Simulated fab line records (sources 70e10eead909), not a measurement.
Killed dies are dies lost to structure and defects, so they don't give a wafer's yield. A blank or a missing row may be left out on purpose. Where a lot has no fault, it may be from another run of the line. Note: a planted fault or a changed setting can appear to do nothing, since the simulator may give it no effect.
Matching of chambers + flow nandHarc + NHARC_A_STAIRCASE_DESCUM_186 on rieDiel-07 has 4 sister chambers
The step chemistry O2, time 3 s. 8 wafers are shown with their chamber, then 7 later ones without.

WAFERS WITH THEIR CHAMBER
| wafer  | chamber | drypumpMotorCurrentA (A) | showerheadPlenumPTorr (Torr) |
|--------|---------|--------------------------|------------------------------|
| L075.5 | 3       | 5.1                      | 1.93                         |
| L082.5 | 0       | 5.3                      | 1.96                         |
| L084.6 | 0       | 5.3                      | 1.96                         |
| L087.3 | 3       | 5.1                      | 1.92                         |
| L087.5 | 1       | 6.6                      | 1.90                         |
| L087.6 | 2       | 6.1                      | 1.87                         |
| L091.1 | 2       | 6.2                      | 1.86                         |
| L091.3 | 1       | 6.7                      | 1.90                         |

WAFERS WITH NO CHAMBER GIVEN
| wafer  | drypumpMotorCurrentA (A) | showerheadPlenumPTorr (Torr) |
|--------|--------------------------|------------------------------|
| L091.4 | 5.1                      | 1.92                         |
| L094.2 | 6.7                      | 1.89                         |
| L094.3 | 6.2                      | 1.86                         |
| L094.4 | 5.1                      | 1.92                         |
| L097.1 | 6.1                      | 1.86                         |
| L097.2 | 6.7                      | 1.89                         |
| L097.3 | 5.3                      | 1.95                         |

WHICH CHAMBER EACH ONE RAN IN
| wafer  | from the rows above | in truth |
|--------|---------------------|----------|
| L091.4 | 3                   | 3        |
| L094.2 | 1                   | 1        |
| L094.3 | 2                   | 2        |
| L094.4 | 3                   | 3        |
| L097.1 | 2                   | 2        |
| L097.2 | 1                   | 1        |
| L097.3 | 0                   | 0        |
7 of 7 placed correctly. Number that these rows cannot place: 0. Placed wrongly: 0.
How it was worked out, from the rows above alone: a wafer's distance from a chamber is the root of the sum, over the readings, of the square of ((its reading less the chamber's mean) divided by the reading's scatter). If the next closest chamber is less than 2 further off than the closest, the wafer can't be placed; otherwise it belongs to the closest. The mean given for a chamber averages the wafers shown for that chamber. The scatter: take each reading less its chamber's mean, square it, sum over the shown wafers, divide by the number of wafers less the number of chambers, and take the root.
